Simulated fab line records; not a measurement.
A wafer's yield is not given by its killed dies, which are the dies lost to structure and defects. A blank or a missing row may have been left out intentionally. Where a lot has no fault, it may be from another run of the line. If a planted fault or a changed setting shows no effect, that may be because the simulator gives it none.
Problem report in the 8D (eight disciplines) form, filled by code | flow n5_finfet | the parts of the form that need people (team, actions taken, sign-off) are left out

## 1. WHAT WENT WRONG
Wafers without a fault read 1500.0 rpm, standard deviation 0.95; spin_speed_rpm at N5_BEOL_M4_COAT_67 reads a mean of 1626.4 rpm on 6 wafers belonging to 2 lots. So: +99 or more standard deviations from the usual mean.
The step: time 60 s, resist thk 60 nm.
Earliest sighting: wafer L899.3 on litho_track-05 at day 9 05:55. The record holds 27 wafers of 9 lots with a number at this step. The rule behind "out" and "out of limits": a value lying over 4 standard deviations away from the usual mean. The other wafers with a number count as sound.

## 2. WHAT IT IS; WHAT IT IS NOT
question                    | is                     | is not
which readings at this step | spin_speed_rpm         | -
which lots                  | L899, L901             | L893, L895, L898, L908, L909, L912, L913
which wafers of those lots  | all that have a number | -
read on which tools         | litho_track-05         | litho_track-01
when                        | from day 9 05:55       | up to then (9 sound wafers); but 12 sound wafers of L908, L909, L912, L913 came after

## 3. WHAT RULES OUT EACH SUSPECT
Counting: a tool stays on the suspect list if, at a process step up to the reading, it processed all lots that are out and no sound lot following the first of them.
- pecvd-03 at N5_BEOL_M4_PECVD_72 (deposits SiO2 from TEOS/O2, target thk 16 nm, time 18 s): ruled out as a lasting fault. Sound lots L913 ran on it after its first lot that is out, L899 (day 9 04:03).
- litho_track-05 at N5_BEOL_M4_COAT_67 (time 60 s, resist thk 60 nm): ruled out as a lasting fault. Sound lots L912 ran on it after its first lot that is out, L899 (day 9 05:55).
Left after counting: nothing in the record.

## 4. THE CAUSE (what the simulator had put in)
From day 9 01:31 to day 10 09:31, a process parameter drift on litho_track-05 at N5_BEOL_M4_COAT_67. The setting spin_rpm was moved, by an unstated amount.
Counting ruled it out, wrongly.

## 5. SEQUENCE OF EFFECTS, ordered by route
Each row: a reading where the mean over the struck wafers with a number is more than 3 standard deviations away from the usual. Scope: only readings with a usual standard deviation given in the record; hours: median across lots of the time from each lot's start at the first step in this table that gives one to its start at this step; sigmas: change in usual standard deviations.
hours | step               | reading        | usual      | on struck wafers | change | sigmas
0     | N5_BEOL_M4_COAT_67 | spin_speed_rpm | 1500.0 rpm | 1626.4           | +126.4 | +99 or more
Its process steps:
- N5_BEOL_M4_COAT_67: time 60 s, resist thk 60 nm.
Later steps that measure or inspect, where all struck wafers having a row at the step show a number for every such reading and not one has moved that far: N5_BEOL_M4_RC_MEAS_101.

## 6. HOW IT WOULD HAVE BEEN CAUGHT EARLIER
In this record the first reading out of limits was taken at day 9 05:55, 4 hours after the fault began at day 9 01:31.
